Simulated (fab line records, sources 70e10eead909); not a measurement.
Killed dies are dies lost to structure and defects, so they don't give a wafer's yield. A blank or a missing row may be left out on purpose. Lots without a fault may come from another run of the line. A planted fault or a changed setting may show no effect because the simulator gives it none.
Tool commonality check | flow nand_harc | 13 lots, 39 wafers sampled

WHY IT WAS OPENED
At NHARC_A_ONON_D1_THK_MEAS_34 the reading thk_nm is flagged on 2 of 13 lots. Wafers without a fault read 199.8 nm, standard deviation 2.8.
Rule: a lot is flagged when every wafer of it that has a number lies more than 4 standard deviations from that mean, or none has a number. The other lots count as sound.

lot  | measured     | on            | thk_nm (nm), wafer by wafer | flag
L704 | day 8 01:17  | film_metro-01 | 197.6 200.7 197.1           |
L705 | day 8 17:29  | film_metro-01 | 196.3 197.9 197.2           |
L706 | day 8 17:42  | film_metro-01 | 195.9 199.9 196.9           |
L707 | day 9 10:20  | film_metro-02 | 196.8 197.8 198.4           |
L711 | day 11 12:46 | film_metro-01 | 198.6 203.2 200.8           |
L712 | day 11 12:52 | film_metro-02 | 199.7 199.7 200.9           |
L714 | day 12 18:27 | film_metro-01 | 179.2 178.0 181.4           | FLAGGED
L715 | day 12 18:41 | film_metro-02 | 194.9 196.5 194.8           |
L716 | day 13 02:43 | film_metro-01 | 181.7 181.9 184.4           | FLAGGED
L724 | day 16 15:56 | film_metro-01 | 198.9 205.7 201.5           |
L725 | day 17 04:33 | film_metro-01 | 196.6 198.2 201.7           |
L726 | day 17 11:53 | film_metro-02 | 195.7 194.9 199.7           |
L727 | day 18 02:28 | film_metro-02 | 200.8 204.3 203.6           |
The numbers of the flagged lots are 181.1 nm on average: -18.7 nm against the usual, or -7 standard deviations.

WHICH TOOL RAN EACH LOT
The record holds 1 process step before the reading, out of a route of 1302 steps. In each cell: the tool, then ch and the chambers that the sampled wafers went through, then the start.
lot  | flag    | NHARC_A_ONON_D1_DEP_33
L704 |         | pecvd-02 ch 0,1, day 8 00:48
L705 |         | pecvd-02 ch 0,1,2, day 8 17:04
L706 |         | pecvd-01 ch 0,2, day 8 17:17
L707 |         | pecvd-02 ch 0,1, day 9 09:55
L711 |         | pecvd-01 ch 0,2, day 11 12:26
L712 |         | pecvd-02 ch 0,1,2, day 11 12:27
L714 | FLAGGED | pecvd-02 ch 0,2, day 12 18:05
L715 |         | pecvd-03 ch 0,2, day 12 18:16
L716 | FLAGGED | pecvd-02 ch 0,2, day 13 02:21
L724 |         | pecvd-02 ch 1,2, day 16 15:34
L725 |         | pecvd-01 ch 0,1,2, day 17 04:08
L726 |         | pecvd-03 ch 0,1, day 17 11:28
L727 |         | pecvd-01 ch 1,2, day 18 02:06
What these steps do:
- NHARC_A_ONON_D1_DEP_33: deposits SiO2, target thk 200 nm.
- NHARC_A_ONON_D1_THK_MEAS_34: measures by ellipsometry.

FLAGGED OVER TOTAL, TOOL BY TOOL (the gauges that took the reading come last)
step                        | tool          | lots run | flagged | share of the flagged lots | sound lots run after its first flagged lot
NHARC_A_ONON_D1_DEP_33      | pecvd-01      | 4        | 0       | none                      | -
NHARC_A_ONON_D1_DEP_33      | pecvd-02      | 7        | 2       | all                       | 1 (L724)
NHARC_A_ONON_D1_DEP_33      | pecvd-03      | 2        | 0       | none                      | -
NHARC_A_ONON_D1_THK_MEAS_34 | film_metro-01 | 8        | 2       | all                       | 2 (L724,L725)
NHARC_A_ONON_D1_THK_MEAS_34 | film_metro-02 | 5        | 0       | none                      | -

WHAT THE TABLE ALLOWS
2 rows of the table ran every flagged lot: pecvd-02 at NHARC_A_ONON_D1_DEP_33, film_metro-01 at NHARC_A_ONON_D1_THK_MEAS_34.
- pecvd-02 at NHARC_A_ONON_D1_DEP_33: 2 of its 7 lots flagged. Sound lots ran on it after the first flagged one (L724), which a lasting fault on the whole tool wouldn't allow. Its own readings lie more than 4 standard deviations out on every wafer of the flagged lots: mfc_precursor_sccm.
- film_metro-01 at NHARC_A_ONON_D1_THK_MEAS_34: 2 of its 8 lots flagged. Sound lots ran on it after the first flagged one (L724, L725), which a lasting fault on the whole tool wouldn't allow.
No row of the table ran every flagged lot and no sound lot after the first.

WHAT THE SIMULATOR HAD PUT IN
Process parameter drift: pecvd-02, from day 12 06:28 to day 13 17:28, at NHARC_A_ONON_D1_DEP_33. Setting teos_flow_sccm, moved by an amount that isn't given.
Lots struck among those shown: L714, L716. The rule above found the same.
